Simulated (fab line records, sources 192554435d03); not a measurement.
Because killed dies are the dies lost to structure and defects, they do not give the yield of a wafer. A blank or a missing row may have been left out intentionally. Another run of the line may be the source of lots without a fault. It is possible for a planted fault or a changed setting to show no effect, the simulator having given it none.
fab line records | flow n5Finfet
record: lots: 7 | wafers: 39
route steps=1938 shown BEOL_M15@1773 PAD_METAL@1896 PASSIVATION@1897
startH: hours from the record's first day to the start of the lot's first wafer shown | waitH: time in hours since the lot's previous step | " the same as in the row above | L1.1+2: one row covering several wafers at once | - either no value or no given start | * or withheld: withheld | < > ~ a bound
route shown NAME@n: NAME is a module with steps in the file, n the number in the route of the first one | usual: mean and standard deviation over wafers with no fault | same: alike in all rows | chamber/n: place in a boat | sites: readings site by site | _std_site: the values' standard deviation | _edge_site: outer sites' mean less inner sites' | radiusMm: for every site, how far away it sits from the centre of the wafer | mask NAME#n: copy n | behind: the tool/chamber that last shaped the wafer | hold: what put the lot on hold/how long, in hours/how the hold closed | device: whichever transistor did not switch (one of n, p or np) | end of line: tests of these same wafers at the route's end | a step with no rows: only its recipe | killed: not the wafer's yield, but the dies lost to structure and defects at the first sort | map: a wafer's dies, marking killed ones x, the rest . and places with no die _
set.NAME: the run value of the setting; set.NAME@STEP: its run value at that earlier step | model.NAME: the simulator's own value behind a step, which no gauge read
one table per step and one row per wafer, for lots whose settings were changed on purpose
== steps ==
step: N5_BEOL_M15_ILD_DEP_00
recipe: material: SiO2 | targetThkA: 16293 | tempC: 400 | precursor: TEOS/O2 | pressureTorr: 6.5 | rfW: 900 | teosFlowSccm: 161.4 | gas: O2 | flowSccm: 2650 | timeS: 346.1
lot.wafer | tool     | chamber | startH | waitH | set.targetThkA | model.SiO2_of_BEOL_M15_ILD_DEP_00.thkNm
L074.1    | pecvd-03 | 1       | 268.53 | 0.0   | 16293          | 1633
L074.2    | "        | 0       | "      | "     | 16293          | 1640
L074.3    | "        | 2       | "      | "     | 16293          | 1634
L074.4    | "        | 1       | "      | "     | 16293          | 1656
L074.5    | "        | 0       | "      | "     | 16293          | 1662
L074.6    | "        | 2       | "      | "     | 16293          | 1658
L076.1    | pecvd-03 | 1       | 279.48 | 0.0   | 16293          | 1648
L076.2    | "        | 2       | "      | "     | 20860          | 2076
L076.3    | "        | 0       | "      | "     | 20860          | 2072
L076.4    | "        | 1       | "      | "     | 16293          | 1655
L076.5    | "        | 2       | "      | "     | 20860          | 2097
L076.6    | "        | 0       | "      | "     | 16293          | 1643
L082.1+4  | pecvd-03 | 2,1     | 310.69 | 0.0   | 16293          | 1655
L082.2    | "        | 1       | "      | "     | 16293          | 1643
L082.3    | "        | 0       | "      | "     | 16293          | 1621
L082.5    | "        | 2       | "      | "     | 16293          | 1662
L082.6    | "        | 0       | "      | "     | 16293          | 1654
L084.1    | pecvd-04 | 0       | 336.72 | 0.0   | 16293          | 1614
L084.2    | "        | 1       | "      | "     | 16293          | 1593
L084.5    | "        | 0       | "      | "     | 16293          | 1643
L086.1    | pecvd-02 | 1       | 337.53 | 0.0   | 16293          | 1655
L086.2    | "        | 0       | "      | "     | 16293          | 1568
L086.3    | "        | 2       | "      | "     | 16293          | 1602
L086.4    | "        | 0       | "      | "     | 16293          | 1595
L086.5    | "        | 1       | "      | "     | 16293          | 1687
L086.6    | "        | 2       | "      | "     | 16293          | 1636
L091.1    | pecvd-04 | 2       | 367.93 | 0.0   | 24790          | 2453
L091.2    | "        | 1       | "      | "     | 16293          | 1591
L091.3    | "        | 0       | "      | "     | 16293          | 1604
L091.4    | "        | 0       | "      | "     | 24790          | 2497
L091.5    | "        | 2       | "      | "     | 24790          | 2474
L091.6    | "        | 1       | "      | "     | 16293          | 1631
L093.1    | pecvd-02 | 0       | 385.61 | 0.0   | 16293          | 1562
L093.2    | "        | 2       | "      | "     | 16293          | 1590
L093.3    | "        | 1       | "      | "     | 16293          | 1628
L093.4    | "        | 0       | "      | "     | 16293          | 1609
L093.5    | "        | 2       | "      | "     | 16293          | 1625
L093.6    | "        | 1       | "      | "     | 16293          | 1652
step: N5_BEOL_M15_THK_MEAS_01
recipe: reads: SiO2_of_BEOL_M15_ILD_DEP_00
usual: M15_ILD_THK: 1629/26
lot.wafer | tool         | chamber | startH | waitH | set.targetThkA@BEOL_M15_ILD_DEP_00 | M15_ILD_THK[nm]
L074.1    | filmMetro-02 | -       | 268.90 | 0.3   | 16293                              | 1633
L074.2    | "            | -       | "      | "     | 16293                              | 1641
L074.3    | "            | -       | "      | "     | 16293                              | 1633
L074.4    | "            | -       | "      | "     | 16293                              | 1655
L074.5    | "            | -       | "      | "     | 16293                              | 1662
L074.6    | "            | -       | "      | "     | 16293                              | 1658
L076.1    | filmMetro-02 | -       | 279.73 | 0.1   | 16293                              | 1647
L076.2    | "            | -       | "      | "     | 20860                              | 2077
L076.3    | "            | -       | "      | "     | 20860                              | 2073
L076.4    | "            | -       | "      | "     | 16293                              | 1655
L076.5    | "            | -       | "      | "     | 20860                              | 2098
L076.6    | "            | -       | "      | "     | 16293                              | 1644
L082.1    | filmMetro-02 | -       | 310.94 | 0.1   | 16293                              | 1656
L082.2    | "            | -       | "      | "     | 16293                              | 1644
L082.3    | "            | -       | "      | "     | 16293                              | 1622
L082.4    | "            | -       | "      | "     | 16293                              | 1656
L082.5    | "            | -       | "      | "     | 16293                              | 1663
L082.6    | "            | -       | "      | "     | 16293                              | 1654
L084.1    | filmMetro-01 | -       | 336.97 | 0.1   | 16293                              | 1614
L084.2    | "            | -       | "      | "     | 16293                              | 1594
L084.5    | "            | -       | "      | "     | 16293                              | 1640
L086.1    | filmMetro-02 | -       | 337.78 | 0.1   | 16293                              | 1655
L086.2    | "            | -       | "      | "     | 16293                              | 1568
L086.3    | "            | -       | "      | "     | 16293                              | 1601
L086.4    | "            | -       | "      | "     | 16293                              | 1596
L086.5    | "            | -       | "      | "     | 16293                              | 1686
L086.6    | "            | -       | "      | "     | 16293                              | 1636
L091.1    | filmMetro-02 | -       | 368.18 | 0.1   | 24790                              | 2455
L091.2    | "            | -       | "      | "     | 16293                              | 1591
L091.3    | "            | -       | "      | "     | 16293                              | 1605
L091.4    | "            | -       | "      | "     | 24790                              | 2496
L091.5    | "            | -       | "      | "     | 24790                              | 2474
L091.6    | "            | -       | "      | "     | 16293                              | 1630
L093.1    | filmMetro-02 | -       | 385.86 | 0.1   | 16293                              | 1562
L093.2    | "            | -       | "      | "     | 16293                              | 1590
L093.3    | "            | -       | "      | "     | 16293                              | 1627
L093.4    | "            | -       | "      | "     | 16293                              | 1607
L093.5    | "            | -       | "      | "     | 16293                              | 1626
L093.6    | "            | -       | "      | "     | 16293                              | 1651
step: N5_BEOL_M15_COAT_58
recipe: resist: BARC | tempC: 205 | timeS: 60 | spinRpm: 1500 | resistThkNm: 89
step: N5_BEOL_M15_COAT_04
recipe: spinRpm: 1704 | resistThkNm: 800
step: N5_BEOL_M15_DESCUM_15
recipe: chemistry: O2 | timeS: 7.9 | sourcePowerW: 50 | biasPowerW: 20 | pressureMtorr: 20 | rfFrequencyHz: 2.712e+07 | tempC: 40 | o2FlowSccm: 225
step: N5_BEOL_M15_ETCH_59
recipe: chemistry: N2/H2 | target: BARC | targetDepthA: 890 | overetchA: 267 | timeS: 67.9 | ionEnergyEv: 200 | pressureMtorr: 30 | sourceW: 840 | biasW: 150 | n2FlowSccm: 200 | h2FlowSccm: 200
step: N5_BEOL_M15_VIA_ETCH_16
recipe: chemistry: C4F8/O2/Ar | target: SiO2 | heInnerTorr: 15 | heOuterTorr: 30 | targetDepthA: 17922 | timeS: withheld | ionEnergyEv: 800 | pressureMtorr: 20 | sourceW: 1905 | biasW: 2040 | Ar_flow_sccm: 400 | C4F8_flow_sccm: 16 | O2_flow_sccm: 12 | ends: cleared
lot.wafer | tool       | chamber | startH | waitH | set.targetThkA@BEOL_M15_ILD_DEP_00 | model.etch.depthNm | model.coat_of_BEOL_M15_COAT_04.thkNm
L074.1    | rieDiel-03 | 0       | 269.39 | 0.0   | 16293                              | 1633               | 326
L074.2    | "          | 1       | "      | "     | 16293                              | 1640               | 338.8
L074.3    | "          | 3       | "      | "     | 16293                              | 1634               | 333.2
L074.4    | "          | 2       | "      | "     | 16293                              | 1656               | 333.8
L074.5    | "          | 3       | "      | "     | 16293                              | 1662               | 328
L074.6    | "          | 2       | "      | "     | 16293                              | 1658               | 334.6
L076.1    | rieDiel-03 | 0       | 281.33 | 0.0   | 16293                              | 1648               | 321.8
L076.2    | "          | 1       | "      | "     | 20860                              | 2076               | 238.4
L076.3    | "          | 2       | "      | "     | 20860                              | 2072               | 235.4
L076.4    | "          | 3       | "      | "     | 16293                              | 1655               | 330.4
L076.5    | "          | 0       | "      | "     | 20860                              | 2097               | 217.6
L076.6    | "          | 1       | "      | "     | 16293                              | 1643               | 337.8
L082.1    | rieDiel-01 | 3       | 311.55 | 0.0   | 16293                              | 1655               | 323.8
L082.2    | "          | 0       | "      | "     | 16293                              | 1643               | 320.6
L082.3    | "          | 1       | "      | "     | 16293                              | 1621               | 348
L082.4    | "          | 2       | "      | "     | 16293                              | 1655               | 316.4
L082.5    | "          | 1       | "      | "     | 16293                              | 1662               | 339.4
L082.6    | "          | 0       | "      | "     | 16293                              | 1654               | 319.6
L084.1    | rieDiel-02 | 1       | 337.58 | 0.0   | 16293                              | 1614               | 348.2
L084.2    | "          | 3       | "      | "     | 16293                              | 1593               | 343.4
L084.5    | "          | 2       | "      | "     | 16293                              | 1643               | 333.8
L086.1    | rieDiel-01 | 1       | 338.26 | 0.0   | 16293                              | 1655               | 339.6
L086.2    | "          | 0       | "      | "     | 16293                              | 1568               | 339.6
L086.3    | "          | 2       | "      | "     | 16293                              | 1602               | 331.4
L086.4    | "          | 3       | "      | "     | 16293                              | 1595               | 338.6
L086.5    | "          | 2       | "      | "     | 16293                              | 1687               | 308.8
L086.6    | "          | 1       | "      | "     | 16293                              | 1636               | 344.2
L091.1    | rieDiel-03 | 2       | 368.66 | 0.0   | 24790                              | 2453               | 147
L091.2    | "          | 3       | "      | "     | 16293                              | 1591               | 341.8
L091.3    | "          | 1       | "      | "     | 16293                              | 1604               | 345.8
L091.4    | "          | 3       | "      | "     | 24790                              | 2497               | 127.4
L091.5    | "          | 1       | "      | "     | 24790                              | 2474               | 146
L091.6    | "          | 2       | "      | "     | 16293                              | 1631               | 336.8
L093.1    | rieDiel-03 | 0       | 386.34 | 0.0   | 16293                              | 1562               | 344.2
L093.2    | "          | 1       | "      | "     | 16293                              | 1590               | 351.6
L093.3    | "          | 2       | "      | "     | 16293                              | 1628               | 337.6
L093.4    | "          | 3       | "      | "     | 16293                              | 1609               | 339.4
L093.5    | "          | 1       | "      | "     | 16293                              | 1625               | 344.4
L093.6    | "          | 2       | "      | "     | 16293                              | 1652               | 333.2
step: N5_PASSIVATION_AL_DEP_21
recipe: material: Al | targetThkA: 28000 | tempC: 400 | timeS: 170 | powerW: 30000 | chamberPressurePa: 0.4 | gas: Ar
lot.wafer | tool          | chamber | startH | waitH | set.timeS | model.Al_of_PASSIVATION_AL_DEP_21.thkNm
L074.1+5  | pvdSputter-01 | -       | 282.40 | 0.1   | 170       | 2787
L074.2    | "             | -       | "      | "     | 117.9     | 1942
L074.3    | "             | -       | "      | "     | 170       | 2844
L074.4    | "             | -       | "      | "     | 117.9     | 1945
L074.6    | "             | -       | "      | "     | 117.9     | 1934
L076.1    | pvdSputter-03 | -       | 293.36 | 0.1   | 170       | 2756
L076.2    | "             | -       | "      | "     | 170       | 2741
L076.3    | "             | -       | "      | "     | 270.3     | 4405
L076.4    | "             | -       | "      | "     | 270.3     | 4387
L076.5    | "             | -       | "      | "     | 270.3     | 4415
L076.6    | "             | -       | "      | "     | 170       | 2736
L082.1    | pvdSputter-01 | -       | 329.81 | 0.1   | 121       | 1986
L082.2    | "             | -       | "      | "     | 170       | 2825
L082.3    | "             | -       | "      | "     | 121       | 2030
L082.4    | "             | -       | "      | "     | 170       | 2759
L082.5    | "             | -       | "      | "     | 121       | 1963
L082.6    | "             | -       | "      | "     | 170       | 2786
L084.1    | pvdSputter-01 | -       | 349.35 | 0.1   | 170       | 2778
L084.2    | "             | -       | "      | "     | 170       | 2819
L084.5    | "             | -       | "      | "     | 170       | 2823
L086.1    | pvdSputter-01 | -       | 350.23 | 0.1   | 242.2     | 4001
L086.2    | "             | -       | "      | "     | 242.2     | 3921
L086.3    | "             | -       | "      | "     | 170       | 2779
L086.4    | "             | -       | "      | "     | 242.2     | 3993
L086.5    | "             | -       | "      | "     | 170       | 2755
L086.6    | "             | -       | "      | "     | 170       | 2765
L091.1    | pvdSputter-01 | -       | 383.19 | 0.1   | 170       | 2823
L091.2    | "             | -       | "      | "     | 170       | 2770
L091.3    | "             | -       | "      | "     | 170       | 2844
L091.4    | "             | -       | "      | "     | 132.8     | 2216
L091.5    | "             | -       | "      | "     | 132.8     | 2156
L091.6    | "             | -       | "      | "     | 132.8     | 2217
L093.1    | pvdSputter-03 | -       | 401.77 | 0.1   | 265.5     | 4294
L093.2    | "             | -       | "      | "     | 170       | 2747
L093.3    | "             | -       | "      | "     | 265.5     | 4314
L093.4    | "             | -       | "      | "     | 170       | 2783
L093.5    | "             | -       | "      | "     | 170       | 2738
L093.6    | "             | -       | "      | "     | 265.5     | 4344
step: N5_PASSIVATION_HMDS_23
recipe: timeS: 60 | tempC: 120
step: N5_PASSIVATION_COAT_24
recipe: spinRpm: 3000 | resistThkNm: withheld
step: N5_PASSIVATION_DESCUM_32
recipe: chemistry: O2 | timeS: 7.9 | sourcePowerW: 50 | biasPowerW: 20 | pressureMtorr: 20 | rfFrequencyHz: 2.712e+07 | tempC: 40 | o2FlowSccm: 225
step: N5_PASSIVATION_AL_ETCH_33
recipe: chemistry: Cl2/BCl3 | targetDepthA: 28000 | overEtchFrac: 0.15 | Cl2_flow_sccm: 180 | bcl3FlowSccm: 60 | target: Al | stopOn: TaN | timeS: 466.7 | ionEnergyEv: 100 | pressureMtorr: 10 | icpW: 900 | biasW: 100
step: N5_PASSIVATION_ETCH_59
recipe: chemistry: Cl2/BCl3 | target: TaN | targetDepthA: 650 | timeS: 34.9 | ionEnergyEv: 100 | pressureMtorr: 10 | icpW: 900 | biasW: 100 | Cl2_flow_sccm: 60 | bcl3FlowSccm: 30
usual: oesProductAu: 0.75/0.061
lot.wafer | tool        | chamber | startH | waitH | set.timeS@PASSIVATION_AL_DEP_21 | oesProductAu
L074.1    | rieMetal-01 | 1       | 283.57 | 0.3   | 170                             | 0.76
L074.2    | "           | 0       | "      | "     | 117.9                           | 0.67
L074.3    | "           | 1       | "      | "     | 170                             | 0.76
L074.4    | "           | 0       | "      | "     | 117.9                           | 0.66
L074.5    | "           | 0       | "      | "     | 170                             | 0.66
L074.6    | "           | 1       | "      | "     | 117.9                           | 0.77
L076.1    | rieMetal-02 | 1       | 294.53 | 0.3   | 170                             | 0.76
L076.2    | "           | 0       | "      | "     | 170                             | 0.84
L076.3    | "           | 0       | "      | "     | 270.3                           | 0.23
L076.4    | "           | 1       | "      | "     | 270.3                           | 0.21
L076.5    | "           | 1       | "      | "     | 270.3                           | 0.21
L076.6    | "           | 0       | "      | "     | 170                             | 0.84
L082.1    | rieMetal-03 | 0       | 330.88 | 0.3   | 121                             | 0.77
L082.2    | "           | 1       | "      | "     | 170                             | 0.69
L082.3    | "           | 0       | "      | "     | 121                             | 0.77
L082.4    | "           | 1       | "      | "     | 170                             | 0.68
L082.5    | "           | 1       | "      | "     | 121                             | 0.69
L082.6    | "           | 0       | "      | "     | 170                             | 0.77
L084.1    | rieMetal-02 | 1       | 350.52 | 0.3   | 170                             | 0.73
L084.2    | "           | 0       | "      | "     | 170                             | 0.80
L084.5    | "           | 1       | "      | "     | 170                             | 0.74
L086.1    | rieMetal-02 | 0       | 351.55 | 0.3   | 242.2                           | 0.23
L086.2    | "           | 1       | "      | "     | 242.2                           | 0.20
L086.3    | "           | 1       | "      | "     | 170                             | 0.74
L086.4    | "           | 0       | "      | "     | 242.2                           | 0.22
L086.5    | "           | 1       | "      | "     | 170                             | 0.74
L086.6    | "           | 0       | "      | "     | 170                             | 0.80
L091.1    | rieMetal-02 | 0       | 384.57 | 0.3   | 170                             | 0.78
L091.2    | "           | 1       | "      | "     | 170                             | 0.73
L091.3    | "           | 0       | "      | "     | 170                             | 0.78
L091.4    | "           | 1       | "      | "     | 132.8                           | 0.73
L091.5    | "           | 1       | "      | "     | 132.8                           | 0.73
L091.6    | "           | 0       | "      | "     | 132.8                           | 0.77
L093.1    | rieMetal-02 | 0       | 402.92 | 0.3   | 265.5                           | 0.22
L093.2    | "           | 1       | "      | "     | 170                             | 0.72
L093.3    | "           | 0       | "      | "     | 265.5                           | 0.22
L093.4    | "           | 1       | "      | "     | 170                             | 0.72
L093.5    | "           | 0       | "      | "     | 170                             | 0.77
L093.6    | "           | 1       | "      | "     | 265.5                           | 0.19
== key ==
split: step: N5_BEOL_M15_ILD_DEP_00 | setting: targetThkA | stated: 16293 | by: wafer
response: step: N5_BEOL_M15_ILD_DEP_00 | reading: model.SiO2_of_BEOL_M15_ILD_DEP_00.thkNm | change: +16.3 | per: 1% | r: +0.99
response: step: N5_BEOL_M15_THK_MEAS_01 | reading: M15_ILD_THK | change: +16.4 | per: 1% | r: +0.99
response: step: N5_BEOL_M15_VIA_ETCH_16 | reading: model.etch.depthNm | change: +16.3 | per: 1% | r: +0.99
response: step: N5_BEOL_M15_VIA_ETCH_16 | reading: model.coat_of_BEOL_M15_COAT_04.thkNm | change: -3.79 | per: 1% | r: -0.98
split: step: N5_PASSIVATION_AL_DEP_21 | setting: timeS | stated: 170 | by: wafer
response: step: N5_PASSIVATION_AL_DEP_21 | reading: model.Al_of_PASSIVATION_AL_DEP_21.thkNm | change: +28 | per: 1% | r: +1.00
response: step: N5_PASSIVATION_ETCH_59 | reading: oesProductAu | shape: bent | atLowest: 0.70 | atStated: 0.75 | atHighest: 0.22
